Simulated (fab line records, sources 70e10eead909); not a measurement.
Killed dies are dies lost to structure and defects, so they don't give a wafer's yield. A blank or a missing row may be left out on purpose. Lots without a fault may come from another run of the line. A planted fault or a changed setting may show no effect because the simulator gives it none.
Chamber matching | flow nand_harc | NHARC_A_STAIRCASE_DEP_259 on pecvd-02: 3 sister chambers
The step deposits SiON, target thk 30 nm. 3 wafers are shown with their chamber, then 8 later ones without.

WAFERS WITH THEIR CHAMBER
wafer  | chamber | heater_power_w (W)
L089.1 | 2       | 485
L089.4 | 1       | 728
L088.4 | 0       | 807

WAFERS WITHOUT THEIR CHAMBER
wafer  | heater_power_w (W)
L088.5 | 650
L088.6 | 499
L090.2 | 553
L090.3 | 716
L090.6 | 706
L092.1 | 616
L092.5 | 779
L092.6 | 624

WHICH CHAMBER EACH WENT THROUGH
wafer  | from the rows above          | in truth
L088.5 | can't be placed: 1 or 0 or 2 | 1
L088.6 | 2                            | 2
L090.2 | can't be placed: 2 or 1      | 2
L090.3 | can't be placed: 1 or 0      | 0
L090.6 | can't be placed: 1 or 0      | 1
L092.1 | can't be placed: 1 or 2 or 0 | 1
L092.5 | can't be placed: 0 or 1      | 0
L092.6 | can't be placed: 1 or 2 or 0 | 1
Placed correctly: 1 of 8. Can't be placed from these rows: 7 (the true chamber is among the candidates in 7). Placed wrongly: 0.
How it was worked out, from the rows above alone: a wafer's distance from a chamber is the root of the sum, over the readings, of the square of ((its reading less the chamber's mean) divided by the reading's scatter). The wafer belongs to the nearest chamber; if the next one is less than 2 further off, it can't be placed. A chamber's mean is the mean of its shown wafers. The scatter: with one shown wafer a chamber, the root of the mean of the squares of how far each hidden wafer lies from its nearest shown one.
